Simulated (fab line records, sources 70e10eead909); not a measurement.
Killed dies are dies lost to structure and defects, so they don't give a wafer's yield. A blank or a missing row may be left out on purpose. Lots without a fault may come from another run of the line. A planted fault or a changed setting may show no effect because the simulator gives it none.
fab line records | flow nand_harc | part 2 of 2: steps 37 to 42 of 42
record lots=5 wafers=15 last_day=32
route steps=1302 shown P_STI@108 P_GATE@110
lots that met no fault: from a run of the same line without faults
start_h: hours from the record's first day to the start of the lot's first wafer shown | wait_h: hours since the lot's step before | " the same as in the row above | L1.1+2: a row that stands for several wafers | - no value, or no start given | * or withheld: withheld | < > ~ a bound
route shown NAME@n: a module of which the file shows steps, and the number in the route of the first | usual: mean/standard deviation of fault-free wafers | same: alike in all rows | chamber/n: place in a boat | sites: the reading at each site | _std_site: their standard deviation | _edge_site: outer sites' mean less inner sites' | radius_mm: how far each site lies from the wafer's centre | mask NAME#n: copy n | behind: the tool/chamber that last shaped the wafer | hold: why the lot was held/for how many hours/how that ended | device: the transistor (n, p or np) that didn't switch | end of line: the same wafers' tests at the end of the route | a step without rows: its recipe alone | killed: dies lost to structure and defects at the first sort, not the wafer's yield | map: a wafer's dies, x killed, . not, _ none there
set.NAME: the setting as run; set.NAME@STEP: as run at that earlier step | model.NAME: the simulator's own value behind a step, which no gauge read
lots at some steps of the route; a table a step, a row a wafer
services: from which hour (start_h, from the record's first day; less than 0 if before it) a tool's chamber was out of use, for how many hours, and why
## steps
# step NHARC_P_GATE_DESCUM_31
# recipe time_s=3 o2_flow_sccm=200 ar_flow_sccm=0 bias_power_w=0 chemistry=O2
# usual drypump_motor_current_A=5.8/0.49 oes_product_au=1.005/0.016 rf_vpp_V=57.8/0.97 showerhead_plenum_p_Torr=1.92/0.096 throttle_valve_pct=11.310/0.009
# columns lot.wafer tool chamber start_h wait_h drypump_motor_current_A oes_product_au rf_hours_counter_h rf_vpp_V showerhead_plenum_p_Torr throttle_valve_pct
L077.3 rie_diel-07 3 132.70 0.1 5.7 0.982 0 58.1 1.87 11.310
L077.1 " 1 " " 5.0 0.996 0 57.8 2.02 11.308
L077.5 " 2 " " 5.7 1.027 - 58.8 1.78 11.326
L084.1 rie_diel-07 2 196.33 0.1 5.7 1.011 2 57.0 1.78 11.321
L084.4 " 3 " " 5.7 0.967 2 58.2 1.87 11.298
L084.5 " 1 " " 5.0 0.986 - 56.8 2.02 11.305
L087.2 rie_diel-01 2 222.28 0.1 5.9 0.997 0 58.0 1.86 11.309
L087.5 " 1 " " 5.2 1.029 - 56.4 2.05 11.315
L087.6 " 2 " " 5.9 0.995 - 56.5 1.86 11.314
L092.3 rie_diel-01 2 286.63 0.1 5.9 0.993 3 55.5 1.86 11.305
L092.1 " 1 " " 5.3 1.014 3 57.5 2.05 11.319
L092.5 " 2 " " 5.9 1.007 - 57.4 1.86 11.309
L096.3 rie_diel-01 1 319.02 0.1 5.2 1.009 4 59.1 2.05 11.294
L096.6 " 0 " " 6.2 1.004 - 57.1 2.02 11.302
L096.5 " 1 " " 5.2 1.013 - 57.5 2.05 11.319
# step NHARC_P_GATE_ETCH_104
# recipe target_depth_a=600 time_s=withheld cf4_flow_sccm=100 chf3_flow_sccm=30 ar_flow_sccm=0 rf_w=500 bias_w=200 chemistry=CF4/CHF3
# usual bias_w=199.8/0.61 drypump_motor_current_A=5.8/0.49 oes_product_au=0.955/0.024 rf_vpp_V=370.8/2.6 showerhead_plenum_p_Torr=1.58/0.074 throttle_valve_pct=16.801/0.0098
# columns lot.wafer tool chamber start_h wait_h bias_w drypump_motor_current_A oes_product_au rf_vpp_V showerhead_plenum_p_Torr throttle_valve_pct
L077.3 rie_diel-07 3 132.78 0.1 199.8 5.6 0.952 370.0 1.54 16.791
L077.1 " 0 " " 199.6 6.5 0.962 368.7 1.54 16.812
L077.5 " 2 " " 199.5 5.7 0.982 367.9 1.47 16.796
L084.4 rie_diel-07 3 196.40 0.1 200.1 5.6 0.960 368.7 1.54 16.795
L084.1 " 2 " " 200.0 5.6 0.987 368.1 1.47 16.790
L084.5 " 3 " " 199.7 5.6 0.959 368.2 1.54 16.803
L087.2 rie_diel-01 2 222.37 0.1 200.6 5.9 0.964 369.9 1.53 16.808
L087.6 " 0 " " 199.7 6.2 0.967 371.7 1.65 16.788
L087.5 " 1 " " 201.2 5.2 0.990 373.6 1.68 16.791
L092.3 rie_diel-01 2 286.72 0.1 200.2 5.9 0.934 368.7 1.53 16.801
L092.1 " 3 " " 200.2 5.9 0.945 366.8 1.49 16.794
L092.5 " 2 " " 199.1 5.9 0.937 368.8 1.53 16.797
L096.3 rie_diel-01 2 319.10 0.1 200.1 5.9 0.914 370.6 1.53 16.808
L096.5 " 1 " " 200.1 5.2 0.940 375.1 1.68 16.809
L096.6 " 2 " " 199.8 5.8 0.918 370.2 1.53 16.791
# step NHARC_P_GATE_HM_OPEN_105
# recipe target_depth_a=3600 o2_flow_sccm=400 cos_flow_sccm=20 ar_flow_sccm=0 rf_w=500 bias_w=300 chemistry=O2/COS
# usual bias_w=299.9/0.94 drypump_motor_current_A=5.8/0.46 oes_product_au=1.006/0.015 rf_vpp_V=467/3.2 showerhead_plenum_p_Torr=3.13/0.15 throttle_valve_pct=28.330/0.009
# columns lot.wafer tool chamber start_h wait_h bias_w drypump_motor_current_A oes_product_au rf_hours_counter_h rf_vpp_V showerhead_plenum_p_Torr throttle_valve_pct
L077.1 rie_diel-07 2 - - 299.1 5.7 1.019 0 463 2.92 28.340
L077.3 " 0 " " 300.2 6.5 0.983 0 465 3.05 28.328
L077.5 " 2 " " 299.8 5.7 1.013 - 463 2.92 28.325
L084.4 rie_diel-07 2 - - 300.2 5.7 1.008 2 462 2.92 28.341
L084.1 " 0 " " 301.2 6.5 0.982 3 466 3.05 28.322
L084.5 " 2 " " 299.2 5.7 1.009 - 464 2.92 28.336
L087.2 rie_diel-01 0 - - 300.0 6.1 1.001 0 470 3.28 28.335
L087.6 " 3 " " 300.3 5.9 1.038 - 463 2.95 28.323
L087.5 " 0 " " 299.7 6.2 1.004 - 470 3.28 28.342
L092.3 rie_diel-01 3 - - 300.8 5.9 1.006 2 463 2.95 28.336
L092.1 " 1 " " 302.0 5.3 1.015 3 472 3.34 28.337
L092.5 " 2 " " 301.0 5.8 0.989 - 467 3.04 28.335
L096.3 rie_diel-01 0 - - 298.9 6.2 1.019 4 470 3.28 28.318
L096.6 " 3 " " 300.2 5.9 1.015 - 463 2.95 28.325
L096.5 " 0 " " 300.1 6.2 1.014 - 471 3.28 28.334
# step NHARC_P_GATE_STRIP_106
# recipe o2_flow_sccm=400 cos_flow_sccm=20 ar_flow_sccm=0 bias_w=0 chemistry=O2/COS
# columns lot.wafer tool chamber start_h wait_h
L077.3+1+5 rie_diel-07 0,1,3 - -
L084.1+4+5 rie_diel-07 2,3,2 - -
L087.2+5+6 rie_diel-01 3,3,0 - -
L092.1+3+5 rie_diel-01 3,1,3 - -
L096.3+6+5 rie_diel-01 1,1,2 - -
# step NHARC_P_GATE_ETCH_114
# recipe target_depth_a=300 overetch_a=30 time_s=16.5 ion_energy_ev=100 cf4_flow_sccm=80 o2_flow_sccm=20 ar_flow_sccm=0 rf_w=300 bias_w=100 chemistry=CF4/O2
# usual bias_w=99.99/0.28 drypump_motor_current_A=5.8/0.48 oes_o_777_au=1.000/0.0046 oes_product_au=1.005/0.015 rf_vpp_V=198.0/1.6 showerhead_plenum_p_Torr=1.34/0.065 throttle_valve_pct=13.398/0.0088
# columns lot.wafer tool chamber start_h wait_h bias_w drypump_motor_current_A oes_o_777_au oes_product_au rf_hours_counter_h rf_vpp_V showerhead_plenum_p_Torr throttle_valve_pct
L077.3 rie_diel-07 1 - - 99.93 5.0 1.001 0.987 0 200.1 1.41 13.392
L077.1 " 2 " " 99.93 5.7 0.998 1.016 0 195.8 1.25 13.385
L077.5 " 1 " " 99.87 5.0 1.008 0.988 - 200.3 1.41 13.397
L084.1 rie_diel-07 2 - - 100.51 5.7 0.998 1.012 2 196.0 1.24 13.403
L084.4 " 0 " " 99.81 6.5 0.998 0.984 3 197.0 1.30 13.385
L084.5 " 2 " " 100.10 5.7 0.999 1.004 - 197.3 1.25 13.394
L087.2 rie_diel-01 3 - - 100.20 5.9 1.008 1.028 0 197.5 1.26 13.395
L087.5 " 0 " " 99.66 6.1 1.001 1.002 - 199.2 1.41 13.400
L087.6 " 1 " " 100.17 5.2 0.998 1.017 - 200.2 1.43 13.412
L092.3 rie_diel-01 2 - - 100.21 5.9 1.002 0.994 3 197.7 1.30 13.392
L092.1 " 3 " " 100.28 5.9 0.993 1.002 2 195.7 1.26 13.409
L092.5 " 1 " " 99.84 5.2 0.998 1.015 - 198.7 1.43 13.393
L096.3 rie_diel-01 3 - - 99.68 5.9 1.002 1.007 4 196.6 1.26 13.404
L096.6 " 3 " " 99.83 5.9 0.995 1.013 - 195.9 1.26 13.395
L096.5 " 0 " " 99.76 6.1 1.000 1.021 - 199.4 1.40 13.403
# step NHARC_P_GATE_ETCH_32
# recipe target_depth_a=1500 over_etch_frac=1 over_etch_ion_energy_ev=40 time_s=100.1 hbr_flow_sccm=150 cl2_flow_sccm=50 rf_w=400 icp_w=400 bias_w=100 chemistry=HBr/Cl2
# usual bias_w=100.0/0.31 drypump_motor_current_A=5.5/0.54 oes_product_au=1.001/0.012 throttle_valve_pct=26.405/0.0083
# same over_etch_frac=1
# columns lot.wafer tool chamber start_h wait_h bias_w drypump_motor_current_A oes_product_au rf_hours_counter_h throttle_valve_pct
L077.3 rie_si-01 2 133.16 - 99.7 6.4 0.993 0.6 26.394
L077.1 " 1 " " 100.3 6.0 1.001 0.5 26.402
L077.5 " 3 " " 100.0 4.9 1.004 - 26.403
L084.4 rie_si-06 2 196.79 - 100.1 5.7 1.001 0.7 26.391
L084.1 " 3 " " 99.5 5.1 1.000 0.7 26.408
L084.5 " 2 " " 99.7 5.6 1.009 - 26.402
L087.2 rie_si-06 2 222.75 - 99.6 5.6 1.004 1.0 26.414
L087.6 " 1 " " 100.2 5.5 0.990 - 26.398
L087.5 " 2 " " 99.9 5.7 0.995 - 26.411
L092.3 rie_si-04 1 287.11 - 99.8 4.9 0.997 0.7 26.400
L092.1 " 3 " " 100.5 4.8 0.982 0.7 26.408
L092.5 " 1 " " 99.7 4.9 1.006 - 26.397
L096.3 rie_si-01 3 319.51 - 99.7 4.9 1.038 0.7 26.400
L096.6 " 1 " " 99.4 6.0 1.010 - 26.407
L096.5 " 2 " " 99.7 6.4 1.004 - 26.411
## services
# columns tool chamber start_h hours kind
wet_bench-05 - 84.80 8.0 pm
rie_diel-01 0 90.23 7.8 repair
litho_track-03 - 100.00 7.0 pm
rie_diel-07 - 117.20 9.0 pm
pecvd-01 - 130.40 13.0 pm
arfi_scanner-02 - 140.00 4.0 pm
arfi_scanner-02 - 153.35 1.2 repair
litho_track-01 - 155.00 7.0 pm
wet_bench-07 - 160.00 8.0 pm
litho_track-06 - 179.00 7.0 pm
rie_diel-01 0 185.15 2.8 repair
rie_diel-07 0 189.96 4.2 repair
wet_bench-06 - 193.60 8.0 pm
rie_diel-01 - 203.80 9.0 pm
litho_track-02 - 227.00 7.0 pm
rie_diel-07 - 239.29 0.7 repair
acl_dep-02 - 243.86 13.0 pm
litho_track-07 - 251.00 7.0 pm
wet_bench-05 - 260.80 8.0 pm
litho_track-03 - 275.00 7.0 pm
rie_diel-07 1 285.15 4.3 repair
rie_diel-07 - 294.21 9.0 pm
rie_diel-01 2 294.55 8.8 repair
rie_diel-01 - 307.05 0.8 repair
